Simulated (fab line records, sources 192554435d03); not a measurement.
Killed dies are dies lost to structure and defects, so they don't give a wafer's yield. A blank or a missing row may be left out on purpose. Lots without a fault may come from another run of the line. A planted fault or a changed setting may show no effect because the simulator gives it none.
Chamber matching | flow n5_finfet | N5_BEOL_M3_ALD_84 on ald_metal-01: 4 sister chambers
The step deposits TaN, pulse time 2 s, purge time 3 s, co reactant purge time 2 s. 4 wafers are shown with their chamber, then 9 later ones without.

WAFERS WITH THEIR CHAMBER
wafer  | chamber | heater_power_w (W)
L086.3 | 1       | 316
L086.5 | 2       | 420
L089.3 | 3       | 410
L089.6 | 0       | 384

WAFERS WITHOUT THEIR CHAMBER
wafer  | heater_power_w (W)
L091.1 | 400
L091.4 | 398
L091.6 | 427
L090.1 | 426
L090.3 | 378
L090.5 | 401
L095.1 | 404
L095.4 | 372
L095.6 | 382

WHICH CHAMBER EACH WENT THROUGH
wafer  | from the rows above          | in truth
L091.1 | can't be placed: 3 or 0 or 2 | 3
L091.4 | can't be placed: 3 or 0 or 2 | 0
L091.6 | can't be placed: 2 or 3      | 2
L090.1 | can't be placed: 2 or 3      | 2
L090.3 | 0                            | 0
L090.5 | can't be placed: 3 or 0 or 2 | 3
L095.1 | can't be placed: 3 or 2 or 0 | 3
L095.4 | 0                            | 0
L095.6 | 0                            | 0
Placed correctly: 3 of 9. Can't be placed from these rows: 6 (the true chamber is among the candidates in 6). Placed wrongly: 0.
How it was worked out, from the rows above alone: a wafer's distance from a chamber is the root of the sum, over the readings, of the square of ((its reading less the chamber's mean) divided by the reading's scatter). The wafer belongs to the nearest chamber; if the next one is less than 2 further off, it can't be placed. A chamber's mean is the mean of its shown wafers. The scatter: with one shown wafer a chamber, the root of the mean of the squares of how far each hidden wafer lies from its nearest shown one.
